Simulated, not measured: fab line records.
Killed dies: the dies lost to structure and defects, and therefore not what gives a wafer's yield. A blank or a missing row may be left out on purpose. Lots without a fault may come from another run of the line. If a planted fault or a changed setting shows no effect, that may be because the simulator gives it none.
fab line records | flow n5-finfet
record lots=24 wafers=72 last-day=18
route steps=1938 shown BEOL_M3@998 BEOL_M4@1036
lots with no fault: from the same line, run without faults
start-h: start of the lot's first displayed wafer, in hours after the record's first day | wait-h: how many hours have passed since the lot's step before this one | " same as the row above | L1.1+2: a row that stands for several wafers | - no value, or no start was given | * or withheld: withheld | < > ~ a bound
route shown NAME@n: a module of which the file shows steps, and the number in the route of the first | usual: mean and standard deviation over wafers with no fault | same: alike in all rows | chamber/n: place in a boat | sites: per-site readings | _std_site: how widely they spread, as a standard deviation | _edge_site: outer sites' mean less inner sites' | radius-mm: for every site, how far away it sits from the centre of the wafer | mask NAME#n: copy n | behind: the tool/chamber that last shaped the wafer | hold: what put the lot on hold/how long, in hours/how the hold closed | device: which transistor (n, p or np) failed to switch | end of line: the route-end tests of the same wafers | a step without rows: its recipe alone | killed: not the wafer's yield, but the dies lost to structure and defects at the first sort | map: a wafer's dies, x killed, . not, _ none there
set.NAME: the setting the step ran with; set.NAME@STEP: the setting that earlier step ran with | model.NAME: the simulator's own value behind a step, which no gauge read
route steps across a sampled set of lots; one table per step, one row per wafer
services: the hour from which a tool's chamber was out of use, counted from the record's first day as start-h (under 0 if before that day), plus the number of hours and why
## steps
# step N5_BEOL_M3_SPUTTER_81
# recipe material=Cu target-thk-a=45 temp-c=-20 chamber-pressure-pa=0.07 power-w=withheld time-s=8.29
# usual chuck-sensor-temp-C=-16.3/0.42 throttle-valve-pct=30.0/1.4
# columns lot.wafer tool chamber start-h wait-h chuck-sensor-temp-C throttle-valve-pct
L074.1 pvd-sputter-02 - 149.20 0.1 -15.7 29.0
L074.3 " - " " -16.1 31.1
L074.6 " - " " -15.8 29.2
L075.1 pvd-sputter-01 - 162.04 0.1 -16.2 30.5
L075.4 " - " " -15.9 29.9
L075.5 " - " " -15.8 29.8
L076.2 pvd-sputter-02 - 181.54 0.1 -16.4 30.8
L076.3 " - " " -15.8 29.2
L076.6 " - " " -16.4 32.8
L077.1 pvd-sputter-01 - 184.89 0.1 -16.1 29.3
L077.2 " - " " -16.1 30.0
L077.4 " - " " -15.7 29.8
L080.2 pvd-sputter-02 - 185.80 0.1 -15.7 29.0
L080.3 " - " " -15.9 28.5
L080.4 " - " " -16.4 31.0
L078.1 pvd-sputter-01 - 186.73 0.1 -16.0 30.4
L078.2 " - " " -15.7 29.7
L078.6 " - " " -16.0 30.5
L079.1 pvd-sputter-03 - 191.73 0.1 -16.9 30.9
L079.3 " - " " -15.7 28.6
L079.5 " - " " -15.9 28.4
L081.1 pvd-sputter-03 - 193.77 0.1 -16.9 31.5
L081.3 " - " " -16.9 30.8
L081.6 " - " " -16.8 30.8
L083.3 pvd-sputter-01 - 197.45 0.1 -15.9 29.8
L083.4 " - " " -16.0 30.2
L083.5 " - " " -15.7 29.7
L082.2 pvd-sputter-03 - 197.60 0.1 -17.0 31.6
L082.3 " - " " -17.0 30.7
L082.6 " - " " -16.8 31.3
L084.1 pvd-sputter-02 - 214.62 0.1 -16.4 31.1
L084.2 " - " " -16.4 32.9
L084.5 " - " " -16.3 32.7
L085.2 pvd-sputter-02 - 220.43 0.1 -16.2 32.5
L085.5 " - " " -16.3 32.4
L085.6 " - " " -16.0 29.0
L086.1 pvd-sputter-02 - 235.53 0.1 -16.5 30.8
L086.2 " - " " -15.8 29.0
L086.5 " - " " -16.5 32.6
L087.2 pvd-sputter-01 - 236.68 0.1 -16.2 29.9
L087.4 " - " " -16.3 29.3
L087.6 " - " " -16.3 29.9
L088.1 pvd-sputter-03 - 238.30 0.1 -16.9 31.7
L088.5 " - " " -15.9 28.4
L088.6 " - " " -16.7 28.0
L089.2 pvd-sputter-03 - 244.22 0.1 -15.9 28.8
L089.4 " - " " -16.8 27.6
L089.6 " - " " -16.8 31.1
L091.4 pvd-sputter-02 - 250.65 0.1 -16.5 32.5
L091.5 " - " " -16.3 32.7
L091.6 " - " " -16.1 28.5
L090.1 pvd-sputter-03 - 252.12 0.1 -17.0 31.5
L090.2 " - " " -16.7 27.7
L090.6 " - " " -16.9 27.8
L092.1 pvd-sputter-02 - 260.36 0.1 -15.7 29.4
L092.2 " - " " -16.0 28.4
L092.4 " - " " -16.2 32.7
L093.1 pvd-sputter-03 - 276.87 0.1 -15.7 28.7
L093.3 " - " " -16.8 27.7
L093.4 " - " " -17.0 31.8
L095.2 pvd-sputter-01 - 281.37 0.1 -15.6 29.8
L095.4 " - " " -16.2 29.1
L095.5 " - " " -16.0 30.4
L094.1 pvd-sputter-03 - 292.09 0.1 -16.8 27.8
L094.3 " - " " -15.9 28.3
L094.6 " - " " -16.7 27.9
L096.1 pvd-sputter-01 - 292.94 0.1 -16.3 30.4
L096.4 " - " " -15.5 29.8
L096.5 " - " " -16.1 29.7
L097.1 pvd-sputter-03 - 295.65 0.1 -16.8 30.9
L097.4 " - " " -16.8 28.0
L097.6 " - " " -17.0 30.9
# step N5_BEOL_M3_CO_CAP_55
# recipe material=Co target-thk-a=20 temp-c=200 precursor=CCTBA/H2 pressure-torr=30 time-s=102.1
# usual heater-power-w=233/22
# columns lot.wafer tool chamber start-h wait-h heater-power-w
L074.1 cvd-co-01 1 151.40 0.0 236
L074.3 " 0 " " 251
L074.6 " 0 " " 250
L075.1 cvd-co-01 0 164.29 0.0 253
L075.4 " 2 " " 195
L075.5 " 1 " " 239
L076.2 cvd-co-02 2 183.72 0.0 218
L076.3 " 1 " " 248
L076.6 " 0 " " 233
L077.1 cvd-co-02 1 187.07 0.0 250
L077.2 " 0 " " 239
L077.4 " 1 " " 252
L080.2 cvd-co-02 1 187.98 0.0 251
L080.3 " 0 " " 237
L080.4 " 2 " " 225
L078.1 cvd-co-01 0 188.98 0.0 259
L078.2 " 2 " " 197
L078.6 " 2 " " 194
L079.1 cvd-co-01 1 193.91 0.0 246
L079.3 " 2 " " 193
L079.5 " 0 " " 251
L081.1 cvd-co-01 1 195.95 0.0 245
L081.3 " 0 " " 252
L081.6 " 2 " " 189
L083.3 cvd-co-02 1 199.64 0.0 253
L083.4 " 2 " " 225
L083.5 " 0 " " 241
L082.2 cvd-co-01 1 200.09 0.0 242
L082.3 " 2 " " 195
L082.6 " 2 " " 194
L084.1 cvd-co-01 2 216.84 0.0 191
L084.2 " 1 " " 240
L084.5 " 2 " " 191
L085.2 cvd-co-01 0 222.65 0.0 257
L085.5 " 0 " " 261
L085.6 " 2 " " 194
L086.1 cvd-co-01 2 237.77 0.0 190
L086.2 " 0 " " 261
L086.5 " 1 " " 249
L087.2 cvd-co-01 0 238.86 0.0 255
L087.4 " 0 " " 258
L087.6 " 1 " " 246
L088.1 cvd-co-01 1 240.48 0.0 244
L088.5 " 0 " " 260
L088.6 " 2 " " 194
L089.2 cvd-co-01 0 246.52 0.0 254
L089.4 " 2 " " 192
L089.6 " 1 " " 245
L091.4 cvd-co-01 2 253.05 0.0 195
L091.5 " 0 " " 259
L091.6 " 1 " " 247
L090.1 cvd-co-02 2 254.31 0.0 219
L090.2 " 1 " " 253
L090.6 " 2 " " 217
L092.1 cvd-co-02 0 262.55 0.0 232
L092.2 " 1 " " 249
L092.4 " 0 " " 234
L093.1 cvd-co-02 0 279.05 0.0 234
L093.3 " 2 " " 225
L093.4 " 0 " " 239
L095.2 cvd-co-02 2 283.69 0.0 224
L095.4 " 1 " " 251
L095.5 " 2 " " 224
L094.1 cvd-co-02 1 294.35 0.0 254
L094.3 " 0 " " 239
L094.6 " 1 " " 247
L096.1 cvd-co-02 1 295.14 0.0 252
L096.4 " 1 " " 253
L096.5 " 2 " " 224
L097.1 cvd-co-02 1 297.96 0.0 258
L097.4 " 2 " " 225
L097.6 " 0 " " 242
# step N5_BEOL_M3_RS_MEAS_58
# recipe thk-meas-gauge=four-point-probe reads=Co_of_BEOL_M3_CO_CAP_55+Cu_of_BEOL_M3_ECD_50+Co_of_BEOL_M3_CVD_47+TaN_of_BEOL_M3_ALD_84
# usual M3_RS=0.65/0.035
# columns lot.wafer tool chamber start-h wait-h M3_RS[ohm/sq]
L074.1 film-metro-01 - 151.58 0.0 0.64
L074.3 " - " " 0.67
L074.6 " - " " 0.60
L075.1 film-metro-02 - 164.48 0.0 0.64
L075.4 " - " " 0.68
L075.5 " - " " 0.66
L076.2 film-metro-01 - 183.91 0.1 0.66
L076.3 " - " " 0.69
L076.6 " - " " 0.62
L077.1 film-metro-01 - 187.25 0.0 0.67
L077.2 " - " " 0.66
L077.4 " - " " 0.62
L080.2 film-metro-02 - 188.17 0.1 0.60
L080.3 " - " " 0.61
L080.4 " - " " 0.60
L078.1 film-metro-01 - 189.16 0.0 0.66
L078.2 " - " " 0.63
L078.6 " - " " 0.59
L079.1 film-metro-01 - 194.10 0.0 0.68
L079.3 " - " " 0.68
L079.5 " - " " 0.68
L081.1 film-metro-01 - 196.14 0.0 0.70
L081.3 " - " " 0.63
L081.6 " - " " 0.59
L083.3 film-metro-02 - 199.82 0.1 0.67
L083.4 " - " " 0.72
L083.5 " - " " 0.65
L082.2 film-metro-01 - 200.27 0.1 0.77
L082.3 " - " " 0.71
L082.6 " - " " 0.70
L084.1 film-metro-01 - 217.17 0.1 0.70
L084.2 " - " " 0.63
L084.5 " - " " 0.64
L085.2 film-metro-01 - 222.87 0.1 0.69
L085.5 " - " " 0.68
L085.6 " - " " 0.65
L086.1 film-metro-02 - 237.96 0.0 0.66
L086.2 " - " " 0.65
L086.5 " - " " 0.63
L087.2 film-metro-02 - 239.05 0.1 0.62
L087.4 " - " " 0.62
L087.6 " - " " 0.60
L088.1 film-metro-02 - 240.66 0.0 0.72
L088.5 " - " " 0.67
L088.6 " - " " 0.65
L089.2 film-metro-01 - 246.71 0.1 0.70
L089.4 " - " " 0.69
L089.6 " - " " 0.63
L091.4 film-metro-02 - 253.20 0.0 0.65
L091.5 " - " " 0.65
L091.6 " - " " 0.63
L090.1 film-metro-02 - 254.49 0.0 0.70
L090.2 " - " " 0.73
L090.6 " - " " 0.67
L092.1 film-metro-01 - 262.73 0.0 0.63
L092.2 " - " " 0.66
L092.4 " - " " 0.61
L093.1 film-metro-02 - 279.24 0.0 0.68
L093.3 " - " " 0.67
L093.4 " - " " 0.63
L095.2 film-metro-01 - 283.88 0.1 0.72
L095.4 " - " " 0.66
L095.5 " - " " 0.67
L094.1 film-metro-02 - 294.56 0.1 0.67
L094.3 " - " " 0.63
L094.6 " - " " 0.64
L096.1 film-metro-02 - 295.36 0.1 0.63
L096.4 " - " " 0.68
L096.5 " - " " 0.65
L097.1 film-metro-01 - 298.18 0.1 0.64
L097.4 " - " " 0.64
L097.6 " - " " 0.64
# step N5_BEOL_M4_INSPECT_13
# recipe mode=adi inspect-instrument=brightfield
# usual raw-defect-count=362/97
# columns lot.wafer tool chamber start-h wait-h raw-defect-count
L074.1 defect-inspect-01 - 153.12 0.1 377
L074.3 " - " " 247
L074.6 " - " " 211
L075.1 defect-inspect-01 - 165.59 0.1 316
L075.4 " - " " 181
L075.5 " - " " 342
L076.2 defect-inspect-02 - 185.60 0.0 598
L076.3 " - " " 574
L076.6 " - " " 456
L077.1 defect-inspect-02 - 188.61 0.1 518
L077.2 " - " " 286
L077.4 " - " " 449
L080.2 defect-inspect-02 - 189.21 0.0 366
L080.3 " - " " 454
L080.4 " - " " 460
L078.1 defect-inspect-02 - 189.87 0.1 355
L078.2 " - " " 409
L078.6 " - " " 456
L079.1 defect-inspect-01 - 195.01 0.1 375
L079.3 " - " " 358
L079.5 " - " " 386
L081.1 defect-inspect-01 - 196.97 0.1 446
L081.3 " - " " 457
L081.6 " - " " 406
L083.3 defect-inspect-01 - 201.03 0.0 305
L083.4 " - " " 189
L083.5 " - " " 280
L082.2 defect-inspect-01 - 201.29 0.0 251
L082.3 " - " " 316
L082.6 " - " " 333
L084.1 defect-inspect-02 - 218.34 0.1 464
L084.2 " - " " 484
L084.5 " - " " 563
L085.2 defect-inspect-02 - 224.99 0.0 374
L085.5 " - " " 408
L085.6 " - " " 353
L086.1 defect-inspect-01 - 241.11 0.1 173
L086.2 " - " " 317
L086.5 " - " " 277
L087.2 defect-inspect-01 - 241.27 0.0 304
L087.4 " - " " 351
L087.6 " - " " 347
L088.1 defect-inspect-01 - 242.60 0.1 294
L088.5 " - " " 359
L088.6 " - " " 441
L089.2 defect-inspect-01 - 247.82 0.0 226
L089.4 " - " " 303
L089.6 " - " " 353
L091.4 defect-inspect-02 - 254.75 0.0 434
L091.5 " - " " 538
L091.6 " - " " 367
L090.1 defect-inspect-01 - 255.24 0.1 356
L090.2 " - " " 304
L090.6 " - " " 480
L092.1 defect-inspect-01 - 263.65 0.1 366
L092.2 " - " " 240
L092.4 " - " " 325
L093.1 defect-inspect-01 - 280.42 0.1 234
L093.3 " - " " 183
L093.4 " - " " 265
L095.2 defect-inspect-01 - 285.39 0.0 295
L095.4 " - " " 372
L095.5 " - " " 322
L094.1 defect-inspect-02 - 295.71 0.1 413
L094.3 " - " " 481
L094.6 " - " " 403
L096.1 defect-inspect-01 - 297.65 0.1 354
L096.4 " - " " 338
L096.5 " - " " 292
L097.1 defect-inspect-01 - 299.47 0.1 470
L097.4 " - " " 317
L097.6 " - " " 461
# step N5_BEOL_M4_STRIP_97
# recipe chemistry=N2/H2 time-s=10 power-w=450 temp-c=40 pressure-mtorr=20 rf-frequency-hz=6e+07 bias-power-w=7 n2-flow-sccm=200 h2-flow-sccm=200
# usual drypump-motor-current-A=5.8/0.42 oes-product-au=0.77/0.093 rf-vpp-V=59.2/0.93 showerhead-plenum-p-Torr=2.55/0.1 throttle-valve-pct=23.6/0.31
# columns lot.wafer tool chamber start-h wait-h drypump-motor-current-A oes-product-au rf-hours-counter-h rf-vpp-V showerhead-plenum-p-Torr throttle-valve-pct
L074.1 rie-diel-06 0 - - 6.0 0.77 135 59.1 2.65 23.8
L074.3 " 1 " " 5.8 0.73 230 58.2 2.52 24.3
L074.6 " 0 " " 6.0 0.78 - 60.3 2.65 23.8
L075.1 rie-diel-01 0 - - 5.5 0.81 77 59.3 2.57 23.4
L075.4 " 3 " " 5.3 0.72 213 57.9 2.53 23.5
L075.5 " 0 " " 5.5 0.81 - 60.2 2.57 23.4
L076.2 rie-diel-01 1 - - 6.1 0.71 198 57.6 2.53 23.9
L076.3 " 2 " " 6.4 0.68 232 59.8 2.60 23.3
L076.6 " 2 " " 6.3 0.67 - 59.6 2.60 23.3
L077.1 rie-diel-06 0 - - 6.0 0.77 149 59.2 2.64 23.8
L077.2 " 3 " " 5.8 0.78 134 60.2 2.63 23.3
L077.4 " 1 " " 5.7 0.71 244 60.5 2.51 24.3
L080.2 rie-diel-01 1 - - 6.1 0.70 200 57.7 2.53 24.0
L080.3 " 3 " " 5.3 0.71 223 58.9 2.52 23.6
L080.4 " 2 " " 6.4 0.67 235 59.1 2.60 23.3
L078.1 rie-diel-05 2 - - 5.5 0.68 248 57.7 2.39 23.7
L078.2 " 0 " " 5.3 0.74 164 58.6 2.34 24.1
L078.6 " 1 " " 6.6 0.96 - 60.7 2.73 23.9
L079.1 rie-diel-01 1 - - 6.1 0.70 204 60.0 2.53 23.9
L079.3 " 2 " " 6.4 0.67 238 59.8 2.60 23.3
L079.5 " 2 " " 6.3 0.67 - 60.4 2.60 23.3
L081.1 rie-diel-01 2 - - 6.4 0.67 238 59.3 2.60 23.3
L081.3 " 0 " " 5.5 0.80 90 59.9 2.56 23.4
L081.6 " 3 " " 5.3 0.72 - 58.4 2.52 23.6
L083.3 rie-diel-05 1 - - 6.6 0.96 23 61.4 2.73 23.9
L083.4 " 1 " " 6.6 0.96 - 59.6 2.73 23.9
L083.5 " 0 " " 5.3 0.74 - 58.4 2.34 24.2
L082.2 rie-diel-06 2 - - 5.6 0.68 226 59.1 2.40 23.7
L082.3 " 3 " " 5.7 0.78 142 60.1 2.63 23.3
L082.6 " 3 " " 5.7 0.77 - 58.3 2.63 23.3
L084.1 rie-diel-06 2 - - 5.6 0.68 229 59.1 2.40 23.7
L084.2 " 3 " " 5.8 0.78 146 58.9 2.63 23.3
L084.5 " 3 " " 5.7 0.77 - 60.1 2.63 23.3
L085.2 rie-diel-06 0 - - 6.0 0.76 161 61.3 2.64 23.9
L085.5 " 2 " " 5.6 0.68 - 59.2 2.40 23.7
L085.6 " 3 " " 5.7 0.77 - 58.9 2.63 23.3
L086.1 rie-diel-06 2 - - 5.5 0.68 235 60.0 2.40 23.7
L086.2 " 0 " " 6.0 0.76 167 58.4 2.64 23.9
L086.5 " 0 " " 6.0 0.76 - 59.0 2.64 23.8
L087.2 rie-diel-01 0 - - 5.4 0.78 106 59.8 2.56 23.5
L087.4 " 3 " " 5.3 0.69 - 59.8 2.51 23.6
L087.6 " 1 " " 6.1 0.68 - 59.1 2.52 24.0
L088.1 rie-diel-01 3 - - 5.3 0.70 246 59.1 2.51 23.6
L088.5 " 0 " " 5.5 0.78 - 60.0 2.55 23.5
L088.6 " 3 " " 5.3 0.69 - 58.5 2.51 23.6
L089.2 rie-diel-05 2 - - 5.5 0.94 8 59.6 2.71 23.2
L089.4 " 1 " " 6.6 0.92 36 59.7 2.72 23.9
L089.6 " 2 " " 5.5 0.95 - 59.6 2.71 23.2
L091.4 rie-diel-06 2 - - 5.6 0.68 239 58.4 2.40 23.8
L091.5 " 1 " " 5.8 0.92 - 58.7 2.51 23.9
L091.6 " 2 " " 5.6 0.68 - 58.0 2.40 23.7
L090.1 rie-diel-06 2 - - 5.6 0.68 240 59.5 2.40 23.8
L090.2 " 0 " " 6.0 0.75 172 59.3 2.63 23.9
L090.6 " 1 " " 5.8 0.92 - 58.3 2.51 23.9
L092.1 rie-diel-01 1 - - 6.1 0.68 231 60.2 2.52 24.0
L092.2 " 2 " " 6.3 0.95 6 60.2 2.59 23.0
L092.4 " 2 " " 6.3 0.95 - 58.5 2.59 22.9
L093.1 rie-diel-06 3 - - 5.7 0.76 164 60.2 2.62 23.3
L093.3 " 0 " " 6.0 0.74 181 60.2 2.63 23.9
L093.4 " 2 " " 5.6 0.67 - 58.7 2.39 23.8
L095.2 rie-diel-05 0 - - 5.3 0.72 196 56.9 2.33 24.2
L095.4 " 1 " " 6.6 0.89 48 59.4 2.72 23.9
L095.5 " 3 " " 5.1 0.68 - 60.2 2.48 23.6
L094.1 rie-diel-05 1 - - 6.6 0.89 55 60.4 2.71 24.0
L094.3 " 0 " " 5.3 0.71 203 58.6 2.33 24.2
L094.6 " 1 " " 6.6 0.89 - 59.8 2.71 24.0
L096.1 rie-diel-01 3 - - 5.3 0.95 8 58.8 2.51 23.3
L096.4 " 1 " " 6.1 0.67 246 59.9 2.51 24.0
L096.5 " 2 " " 6.4 0.91 - 60.8 2.59 23.0
L097.1 rie-diel-01 1 - - 6.1 0.67 247 58.1 2.51 24.0
L097.4 " 2 " " 6.3 0.91 22 59.3 2.59 23.0
L097.6 " 3 " " 5.3 0.93 - 59.6 2.51 23.3
# step N5_BEOL_M4_CO_CAP_55
# recipe material=Co target-thk-a=20 temp-c=200 precursor=CCTBA/H2 pressure-torr=30 time-s=102.1
# usual heater-power-w=233/22
# columns lot.wafer tool chamber start-h wait-h heater-power-w
L074.1 cvd-co-02 0 161.39 0.0 231
L074.3 " 1 " " 246
L074.6 " 2 " " 224
L075.1 cvd-co-02 2 172.67 0.0 223
L075.4 " 0 " " 241
L075.5 " 1 " " 249
L076.2 cvd-co-01 0 192.05 0.0 256
L076.3 " 2 " " 189
L076.6 " 1 " " 242
L077.1 cvd-co-01 0 196.57 0.0 256
L077.2 " 2 " " 196
L077.4 " 2 " " 194
L080.2 cvd-co-01 2 197.20 0.0 195
L080.3 " 0 " " 252
L080.4 " 0 " " 259
L078.1 cvd-co-02 1 204.18 0.0 254
L078.2 " 0 " " 233
L078.6 " 1 " " 260
L079.1 cvd-co-01 1 206.29 0.0 245
L079.3 " 2 " " 191
L079.5 " 1 " " 238
L081.1 cvd-co-01 0 208.44 0.0 258
L081.3 " 1 " " 240
L081.6 " 1 " " 249
L083.3 cvd-co-01 2 220.78 0.0 197
L083.4 " 0 " " 255
L083.5 " 1 " " 241
L082.2 cvd-co-02 2 222.29 0.0 221
L082.3 " 1 " " 249
L082.6 " 0 " " 239
L084.1 cvd-co-01 1 229.94 0.0 244
L084.2 " 0 " " 257
L084.5 " 0 " " 253
L085.2 cvd-co-02 1 231.82 0.0 252
L085.5 " 1 " " 249
L085.6 " 2 " " 225
L086.1 cvd-co-02 2 249.80 0.0 219
L086.2 " 0 " " 237
L086.5 " 1 " " 252
L087.2 cvd-co-02 2 250.07 0.0 228
L087.4 " 0 " " 233
L087.6 " 1 " " 253
L088.1 cvd-co-01 0 254.17 0.0 255
L088.5 " 0 " " 256
L088.6 " 1 " " 241
L089.2 cvd-co-02 0 254.68 0.0 231
L089.4 " 1 " " 248
L089.6 " 2 " " 228
L091.4 cvd-co-01 0 260.74 0.0 252
L091.5 " 1 " " 238
L091.6 " 2 " " 194
L090.1 cvd-co-01 2 265.59 0.0 190
L090.2 " 1 " " 247
L090.6 " 2 " " 200
L092.1 cvd-co-01 2 276.16 0.0 197
L092.2 " 0 " " 251
L092.4 " 1 " " 241
L093.1 cvd-co-01 0 288.15 0.0 254
L093.3 " 2 " " 196
L093.4 " 2 " " 195
L095.2 cvd-co-01 2 291.36 0.0 200
L095.4 " 0 " " 261
L095.5 " 1 " " 251
L094.1 cvd-co-01 2 309.12 0.0 193
L094.3 " 0 " " 256
L094.6 " 2 " " 198
L096.1 cvd-co-02 0 309.42 0.0 239
L096.4 " 0 " " 237
L096.5 " 0 " " 230
L097.1 cvd-co-01 2 316.03 0.0 199
L097.4 " 1 " " 244
L097.6 " 2 " " 192
## services
# columns tool chamber start-h hours kind
rie-diel-06 2 130.51 8.3 repair
pvd-sputter-03 - 134.43 3.8 repair
cvd-co-02 - 138.31 0.3 repair
pvd-sputter-02 - 138.49 1.9 repair
pvd-sputter-03 - 149.97 2.2 repair
rie-diel-06 3 159.99 6.8 repair
cvd-co-02 - 179.76 2.8 pm
rie-diel-06 1 211.69 - clean
cvd-co-02 - 215.16 6.9 pm
cvd-co-01 0 215.84 2.9 repair
rie-diel-05 1 221.26 6.6 repair
cvd-co-02 - 228.18 3.4 repair
rie-diel-01 2 235.67 - clean
rie-diel-01 2 235.67 - consumable-replace:focus-ring
rie-diel-01 2 235.67 13.8 scheduled-down
rie-diel-01 2 235.67 13.8 vent-cycle
rie-diel-01 2 252.91 7.8 repair
rie-diel-01 3 260.69 - clean
rie-diel-01 3 260.69 - consumable-replace:focus-ring
rie-diel-01 3 260.69 22.1 scheduled-down
rie-diel-01 3 260.69 22.1 vent-cycle
pvd-sputter-01 - 297.03 20.4 repair
cvd-co-02 1 301.85 14.9 repair
rie-diel-06 3 309.61 11.3 repair
## key
fault none
